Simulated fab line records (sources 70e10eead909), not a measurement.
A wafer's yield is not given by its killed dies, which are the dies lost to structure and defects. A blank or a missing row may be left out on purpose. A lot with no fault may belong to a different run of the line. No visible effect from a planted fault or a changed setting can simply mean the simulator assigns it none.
fab line records | flow nandHarc
[record] lots = 13 | wafers = 39 | lastDay = 25
route steps=1159 shown P_ZERO_WELL@26 P_STI@100 P_GATE@149 END@1159
lots untouched by any fault: they come from a run of this same line in which no faults occurred
startH: hours from the record's opening day to when the first of the lot's shown wafers began | waitH: time in hours since the lot's previous step | " identical to the entry in the row above | L1.1+2: several wafers, shown together as one row | - no value, or no start was given | * or withheld: withheld | < > ~ a bound
route shown NAME@n: a module of which the file shows steps, and the number in the route of the first | usual: mean/standard deviation taken from wafers without a fault | same: alike in all rows | chamber/n: place in a boat | sites: the reading at each site | _std_site: how widely they spread, as a standard deviation | _edge_site: inner sites' mean taken away from outer sites' mean | radiusMm: for every site, how far away it sits from the centre of the wafer | mask NAME#n: copy n | behind: the last tool/chamber to shape the wafer | hold: why the lot was held/for how many hours/how that ended | device: names the non-switching transistor (n, p or np) | end of line: the route-end tests of the same wafers | a step given without rows: its recipe and nothing more | killed: the dies lost at the first sort to structure and to defects; this is not the yield of the wafer | map: the dies of a wafer, with x for killed, . for not killed, _ for no die there
set.NAME: the run value of the setting; set.NAME@STEP: its run value at that earlier step | model.NAME: the simulator's own value behind a step, which no gauge read
a sample of lots followed through the steps of the route, with each step as a table and each wafer as a row
services: from which hour (startH, from the record's first day; less than 0 if before it) a tool's chamber was out of use, for how many hours, and why
[[steps]]
[step NHARC_P_ZERO_WELL_EXPOSE_21]
[recipe] na = 0.6 | targetCdNm = 720 | doseMj = 22.31 | maskId = P_NWELL
lot.wafer  | tool          | chamber | startH | waitH | mask
L835.2+3+5 | krfScanner-03 | 0       | 14.30  | -     | P_NWELL#0
L836.2+3+4 | krfScanner-01 | 0       | 20.42  | -     | P_NWELL#0
L838.2+3+6 | krfScanner-03 | 0       | 32.47  | -     | P_NWELL#0
L839.1+3+5 | krfScanner-03 | 0       | 38.33  | -     | P_NWELL#0
L841.4+5+6 | krfScanner-02 | 0       | 50.33  | -     | P_NWELL#0
L844.1+2+6 | krfScanner-03 | 0       | 68.33  | -     | P_PWELL#0
L845.3+4+6 | krfScanner-03 | 0       | 74.19  | -     | P_NWELL#0
L848.4+5+6 | krfScanner-01 | 0       | 92.43  | -     | P_NWELL#0
L853.3+4+6 | krfScanner-01 | 0       | 122.43 | -     | P_NWELL#0
L854.1+3+4 | krfScanner-02 | 0       | 128.30 | -     | P_NWELL#0
L855.4+5+6 | krfScanner-03 | 0       | 134.45 | -     | P_NWELL#0
L857.1+2+4 | krfScanner-01 | 0       | 146.31 | -     | P_NWELL#0
L858.1+3+6 | krfScanner-03 | 0       | 152.30 | -     | P_NWELL#0
[step NHARC_P_ZERO_WELL_CD_MEAS_24]
[recipe] targetCdNm = 720 | landingEnergyEv = 500
[usual] cdNm = 720.2/2.1
lot.wafer | tool     | chamber | startH | waitH | cdNm
L835.2    | cdSem-02 | 0       | 14.45  | -     | 721.7
L835.3    | "        | 0       | "      | "     | 722.0
L835.5    | "        | 0       | "      | "     | 718.6
L836.2    | cdSem-03 | 0       | 20.57  | -     | 721.6
L836.3    | "        | 0       | "      | "     | 720.3
L836.4    | "        | 0       | "      | "     | 719.9
L838.2    | cdSem-01 | 0       | 32.62  | -     | 720.3
L838.3    | "        | 0       | "      | "     | 721.5
L838.6    | "        | 0       | "      | "     | 721.1
L839.1    | cdSem-01 | 0       | 38.49  | -     | 719.8
L839.3    | "        | 0       | "      | "     | 720.4
L839.5    | "        | 0       | "      | "     | 721.7
L841.4    | cdSem-03 | 0       | 50.48  | -     | 717.4
L841.5    | "        | 0       | "      | "     | 717.9
L841.6    | "        | 0       | "      | "     | 719.7
L844.1    | cdSem-03 | 0       | 68.49  | -     | -
L844.2    | "        | 0       | "      | "     | -
L844.6    | "        | 0       | "      | "     | -
L845.3    | cdSem-03 | 0       | 74.36  | -     | 719.6
L845.4    | "        | 0       | "      | "     | 714.8
L845.6    | "        | 0       | "      | "     | 720.3
L848.4    | cdSem-03 | 0       | 92.58  | -     | 722.4
L848.5    | "        | 0       | "      | "     | 722.1
L848.6    | "        | 0       | "      | "     | 723.1
L853.3    | cdSem-02 | 0       | 122.58 | -     | 719.1
L853.4    | "        | 0       | "      | "     | 719.1
L853.6    | "        | 0       | "      | "     | 715.3
L854.1    | cdSem-03 | 0       | 128.45 | -     | 722.3
L854.3    | "        | 0       | "      | "     | 719.5
L854.4    | "        | 0       | "      | "     | 719.9
L855.4    | cdSem-01 | 0       | 134.60 | -     | 719.2
L855.5    | "        | 0       | "      | "     | 719.5
L855.6    | "        | 0       | "      | "     | 719.6
L857.1    | cdSem-02 | 0       | 146.47 | -     | 724.7
L857.2    | "        | 0       | "      | "     | 726.6
L857.4    | "        | 0       | "      | "     | 722.9
L858.1    | cdSem-02 | 0       | 152.46 | -     | 719.9
L858.3    | "        | 0       | "      | "     | 721.2
L858.6    | "        | 0       | "      | "     | 717.3
[step NHARC_P_STI_CMP_21]
[recipe] tOverpolishS = 20 | targetThkNm = 380.67
[usual] motorCurrentA = 11.9/1 | overpolishRunS = 20.000/0.0084 | slurryFilterDpKPa = 13.49/0.14
[same] tOverpolishS = 20
lot.wafer | tool   | chamber | startH | waitH | motorCurrentA | overpolishRunS | slurryFilterDpKPa
L835.2    | cmp-02 | 0       | 54.73  | 0.4   | 13.4          | 20.009         | 13.50
L835.3    | "      | 3       | "      | "     | 12.9          | 19.998         | 13.43
L835.5    | "      | 1       | "      | "     | 12.6          | 19.981         | 13.18
L836.3    | cmp-04 | 2       | 66.84  | 0.4   | 11.2          | 20.000         | 13.35
L836.2    | "      | 3       | "      | "     | 13.0          | 19.989         | 13.56
L836.4    | "      | 0       | "      | "     | 11.4          | 20.002         | 13.63
L838.2    | cmp-02 | 1       | 72.44  | 0.4   | 13.0          | 20.006         | 13.36
L838.3    | "      | 3       | "      | "     | 13.3          | 19.995         | 13.56
L838.6    | "      | 1       | "      | "     | 13.2          | 19.998         | 13.66
L839.1    | cmp-03 | 0       | 80.25  | 0.4   | 11.7          | 20.010         | 13.20
L839.3    | "      | 2       | "      | "     | 10.6          | 19.981         | 13.67
L839.5    | "      | 1       | "      | "     | 10.6          | 19.996         | 13.40
L841.4    | cmp-04 | 0       | 97.54  | 0.4   | 11.2          | 20.007         | 13.80
L841.6    | "      | 2       | "      | "     | 11.2          | 20.010         | 13.28
L841.5    | "      | 3       | "      | "     | 12.9          | 19.991         | 13.73
L845.4    | cmp-04 | 3       | 110.97 | 0.4   | 13.0          | 20.007         | 13.48
L845.3    | "      | 0       | "      | "     | 11.3          | 19.996         | 13.46
L845.6    | "      | 1       | "      | "     | 12.3          | 20.005         | 13.63
L848.4    | cmp-04 | 0       | 133.03 | 0.4   | 11.2          | 20.004         | 13.28
L848.5    | "      | 0       | "      | "     | 11.5          | 20.007         | 13.26
L848.6    | "      | 1       | "      | "     | 13.2          | 19.997         | 13.32
L853.3    | cmp-04 | 2       | 165.89 | 0.4   | 11.3          | 19.998         | 13.41
L853.4    | "      | 3       | "      | "     | 13.0          | 19.997         | 13.71
L853.6    | "      | 0       | "      | "     | 11.4          | 19.997         | 13.41
L854.1    | cmp-04 | 0       | 171.49 | 0.4   | 10.6          | 19.993         | 13.55
L854.3    | "      | 1       | "      | "     | 12.8          | 19.997         | 13.34
L854.4    | "      | 2       | "      | "     | 12.0          | 20.014         | 13.28
L855.4    | cmp-02 | 0       | 171.54 | 0.4   | 12.7          | 19.991         | 13.58
L855.6    | "      | 1       | "      | "     | 13.0          | 19.988         | 13.33
L855.5    | "      | 2       | "      | "     | 11.6          | 20.002         | 13.59
L857.2    | cmp-04 | 2       | 190.34 | 0.4   | 11.0          | 19.995         | 13.54
L857.1    | "      | 0       | "      | "     | 10.9          | 20.006         | 13.47
L857.4    | "      | 1       | "      | "     | 12.6          | 19.999         | 13.43
L858.3    | cmp-02 | 1       | 190.34 | 0.4   | 13.6          | 19.992         | 13.36
L858.1    | "      | 3       | "      | "     | 12.1          | 19.993         | 13.55
L858.6    | "      | 2       | "      | "     | 10.7          | 19.994         | 13.15
[step NHARC_P_STI_INSPECT_25]
[usual] rawDefectCount = 215/73
lot.wafer | tool             | chamber | startH | waitH | rawDefectCount
L835.2    | defectInspect-01 | -       | 63.28  | 0.4   | 185
L835.3    | "                | -       | "      | "     | 172
L835.5    | "                | -       | "      | "     | 150
L836.2    | defectInspect-01 | -       | 75.19  | 0.4   | 282
L836.3    | "                | -       | "      | "     | 282
L836.4    | "                | -       | "      | "     | 200
L838.2    | defectInspect-01 | -       | 83.78  | 0.4   | 204
L838.3    | "                | -       | "      | "     | 204
L838.6    | "                | -       | "      | "     | 289
L839.1    | defectInspect-01 | -       | 91.77  | 0.4   | 221
L839.3    | "                | -       | "      | "     | 308
L839.5    | "                | -       | "      | "     | 190
L841.4    | defectInspect-01 | -       | 105.96 | 0.4   | 172
L841.5    | "                | -       | "      | "     | 241
L841.6    | "                | -       | "      | "     | 256
L845.3    | defectInspect-01 | -       | 122.63 | 0.4   | 166
L845.4    | "                | -       | "      | "     | 202
L845.6    | "                | -       | "      | "     | 202
L848.4    | defectInspect-01 | -       | 141.82 | 0.4   | 166
L848.5    | "                | -       | "      | "     | 327
L848.6    | "                | -       | "      | "     | 140
L853.3    | defectInspect-01 | -       | 175.16 | 0.4   | 219
L853.4    | "                | -       | "      | "     | 179
L853.6    | "                | -       | "      | "     | 130
L854.1    | defectInspect-01 | -       | 182.37 | 0.4   | 198
L854.3    | "                | -       | "      | "     | 146
L854.4    | "                | -       | "      | "     | 308
L855.4    | defectInspect-02 | -       | 182.37 | 0.4   | 170
L855.5    | "                | -       | "      | "     | 166
L855.6    | "                | -       | "      | "     | 126
L857.1    | defectInspect-02 | -       | 199.60 | 0.4   | 129
L857.2    | "                | -       | "      | "     | 182
L857.4    | "                | -       | "      | "     | 133
L858.1    | defectInspect-01 | -       | 199.60 | 0.4   | 131
L858.3    | "                | -       | "      | "     | 187
L858.6    | "                | -       | "      | "     | 246
[step NHARC_P_GATE_ETCH_32]
[recipe] targetDepthA = 1500 | overEtchFrac = 1 | overEtchIonEnergyEv = 40 | timeS = 100.1 | hbrFlowSccm = 150 | cl2FlowSccm = 50 | rfW = 400 | icpW = 400 | biasW = 100 | chemistry = HBr/Cl2
[usual] drypumpMotorCurrentA = 5.6/0.44 | oesProductAu = 1.002/0.013 | throttleValvePct = 26.405/0.0084
lot.wafer | tool     | chamber | startH | waitH | drypumpMotorCurrentA | oesProductAu | rfHoursCounterH | throttleValvePct
L835.2    | rieSi-02 | 0       | 89.56  | -     | 4.9                  | 1.003        | 0.5             | 26.403
L835.3    | "        | 3       | "      | "     | 5.8                  | 1.006        | 0.5             | 26.411
L835.5    | "        | 0       | "      | "     | 5.0                  | 1.009        | -               | 26.408
L836.2    | rieSi-06 | 3       | 101.43 | -     | 4.9                  | 1.006        | 0.4             | 26.405
L836.4    | "        | 1       | "      | "     | 5.2                  | 0.991        | 0.8             | 26.404
L836.3    | "        | 2       | "      | "     | 5.6                  | 1.027        | 0.7             | 26.397
L838.3    | rieSi-06 | 1       | 106.70 | -     | 5.2                  | 0.988        | 0.8             | 26.406
L838.2    | "        | 3       | "      | "     | 4.9                  | 0.996        | 0.5             | 26.407
L838.6    | "        | 1       | "      | "     | 5.2                  | 0.992        | -               | 26.403
L839.3    | rieSi-02 | 3       | 115.22 | -     | 5.7                  | 1.009        | 0.8             | 26.407
L839.1    | "        | 0       | "      | "     | 4.9                  | 1.027        | 0.9             | 26.391
L839.5    | "        | 3       | "      | "     | 5.8                  | 1.005        | -               | 26.405
L841.4    | rieSi-06 | 2       | 129.44 | -     | 5.6                  | 1.028        | 0.8             | 26.405
L841.6    | "        | 0       | "      | "     | 5.7                  | 1.006        | -               | 26.396
L841.5    | "        | 1       | "      | "     | 5.3                  | 1.001        | -               | 26.400
L845.3    | rieSi-02 | 0       | 146.05 | -     | 4.9                  | 1.005        | 1.2             | 26.409
L845.4    | "        | 2       | "      | "     | 5.6                  | 1.018        | 0.9             | 26.417
L845.6    | "        | 3       | "      | "     | 5.7                  | 1.008        | -               | 26.397
L848.4    | rieSi-04 | 0       | 168.10 | -     | 5.0                  | 0.971        | 0.4             | 26.404
L848.5    | "        | 0       | "      | "     | 5.0                  | 0.976        | -               | 26.396
L848.6    | "        | 1       | "      | "     | 5.8                  | 1.008        | -               | 26.379
L853.3    | rieSi-02 | 1       | 199.29 | -     | 5.9                  | 0.978        | 1.7             | 26.408
L853.4    | "        | 2       | "      | "     | 5.6                  | 1.008        | -               | 26.390
L853.6    | "        | 1       | "      | "     | 5.8                  | 0.978        | -               | 26.408
L855.4    | rieSi-04 | 2       | 204.66 | -     | 6.3                  | 1.004        | 0.9             | 26.399
L855.5    | "        | 3       | "      | "     | 6.1                  | 1.021        | -               | 26.393
L855.6    | "        | 0       | "      | "     | 5.0                  | 0.983        | -               | 26.417
L854.3    | rieSi-04 | 3       | 206.22 | -     | 6.1                  | 1.009        | 1.0             | 26.423
L854.1    | "        | 0       | "      | "     | 5.0                  | 0.974        | 0.9             | 26.399
L854.4    | "        | 1       | "      | "     | 5.8                  | 1.015        | 0.9             | 26.419
L858.3    | rieSi-04 | 2       | 230.40 | -     | 6.2                  | 1.007        | 1.2             | 26.412
L858.1    | "        | 1       | "      | "     | 5.8                  | 1.010        | 1.2             | 26.407
L858.6    | "        | 2       | "      | "     | 6.2                  | 1.004        | -               | 26.393
L857.2    | rieSi-02 | 0       | 230.47 | -     | 5.0                  | 0.998        | 0.1             | 26.407
L857.1    | "        | 3       | "      | "     | 5.7                  | 1.025        | 0.1             | 26.399
L857.4    | "        | 2       | "      | "     | 5.6                  | 1.012        | -               | 26.401
[step NHARC_END_SORT_01]
[recipe] tempC = 25
[usual] killedAtArray = 26/9.7 | killedAtOther = 1.0/1.2 | killedAtPeriphery = 3.9/2.6 | killedDies = 31/9.7 | killedOpen = 3.2/1.8 | killedShort = 2.0/1.3
[same] grossDies = 677
lot.wafer | tool      | chamber | startH | waitH | killedAtArray | killedAtOther | killedAtPeriphery | killedDies | killedOpen | killedShort
L844.1    | prober-01 | 0       | 496.32 | 2.5   | 21            | 2             | 654               | 677        | 7          | 2
L844.2    | prober-01 | 0       | 497.11 | 2.8   | 33            | 1             | 643               | 677        | 4          | 2
L844.6    | prober-01 | 0       | 500.30 | 4.0   | 22            | 2             | 653               | 677        | 1          | 0
// killed by level:class
L844.1 P_ZERO_WELL:areaExpose=650 A_SLIT:chamberFilmFlake=6 A_CONTACT:chamberFilmFlake=5 P_CONTACT:geometricParticle:open=2 A_CHANNEL_HOLE_D1:chamberFilmFlake=2 A_STAIRCASE:chamberFilmFlake=2 THIN_TSV:chamberFilmFlake=2 P_GATE:geometricParticle:open=1
L844.2 P_ZERO_WELL:areaExpose=643 A_SLIT:chamberFilmFlake=18 A_CHANNEL_HOLE_D1:chamberFilmFlake=3 A_CONTACT:chamberFilmFlake=3 A_STAIRCASE:chamberFilmFlake=2 A_ONON_D1:geometricParticle:open=1 A_CHANNEL_FILL_D1:geometricParticle:open=1 A_CHANNEL_FILL_D1:geometricParticle:short=1
L844.6 P_ZERO_WELL:areaExpose=651 A_SLIT:chamberFilmFlake=10 A_STAIRCASE:chamberFilmFlake=4 A_WL_FILL:chamberFilmFlake=4 A_CHANNEL_HOLE_D1:chamberFilmFlake=2 THIN_TSV:chamberFilmFlake=2 A_SOURCE_PLATE:geometricParticle:open=1 P_ZERO_WELL:chamberFilmFlake=1
[[services]]
tool          | chamber | startH | hours | kind
krfScanner-03 | -       | -4.00  | 4.0   | pm
cmp-04        | -       | 7.09   | 4.0   | pm
krfScanner-01 | -       | 11.77  | 2.8   | repair
cmp-02        | -       | 30.50  | 4.0   | pm
rieSi-02      | -       | 34.00  | 9.0   | pm
krfScanner-03 | -       | 65.80  | 2.1   | repair
krfScanner-01 | -       | 84.00  | 4.0   | pm
rieSi-02      | 2       | 86.97  | 15.3  | repair
rieSi-04      | -       | 99.00  | 9.0   | pm
cmp-04        | -       | 105.09 | 4.0   | pm
cmp-02        | -       | 111.44 | 2.7   | repair
cmp-04        | -       | 113.60 | 0.9   | repair
cmp-02        | -       | 119.69 | 4.3   | repair
cmp-04        | -       | 127.30 | 0.9   | repair
cmp-02        | -       | 128.50 | 4.0   | pm
rieSi-02      | 1       | 155.93 | 3.2   | repair
krfScanner-03 | -       | 168.00 | 4.0   | pm
cmp-02        | -       | 180.11 | 0.5   | repair
rieSi-02      | 3       | 198.80 | 3.9   | repair
cmp-04        | -       | 203.21 | 4.0   | pm
krfScanner-03 | -       | 204.22 | 0.2   | repair
rieSi-02      | -       | 211.03 | 9.0   | pm
cmp-02        | -       | 211.49 | 0.3   | repair
rieSi-02      | 1       | 227.85 | 14.3  | repair
[[key]]
[firstSign] step = NHARC_P_ZERO_WELL_EXPOSE_21 | reading = mask | direction = changed
[effect] step = NHARC_P_ZERO_WELL_CD_MEAS_24 | reading = cdNm | direction = missing
[effect] step = NHARC_END_SORT_01 | reading = killedAtPeriphery | direction = up | sigmas = 99+ | usual = 3.9 | struck = 650
[moreKillsBornAt] NHARC_P_ZERO_WELL_EXPOSE_21@krfScanner-03 = 1944
metAt NHARC_P_ZERO_WELL_EXPOSE_21
struckLots L844
laterRowsLeftOut L844.1,L844.2,L844.6
testerLeftOut L844
notActingAt NHARC_P_STI_CMP_21,NHARC_P_STI_INSPECT_25,NHARC_P_GATE_ETCH_32
onsetBetween 38.33 68.33
[fault] kind = wrongMask | tool = any | chamber = - | onsetH = 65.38 | steps = NHARC_P_ZERO_WELL_EXPOSE_21 | auxCopy = P_PWELL#0 | scope = struckLotsOnly
// testerLeftOut: of these lots the tester's yield and bins aren't shown, on N5 and GAA mostly nor the transistor test; their killed dies are dies lost to structure and defects alone, not to doping, threshold or leakage, so they don't give the yield
// laterRowsLeftOut: the simulator's readings of these wafers behind a module that went badly wrong aren't trusted and aren't shown, but for the sort
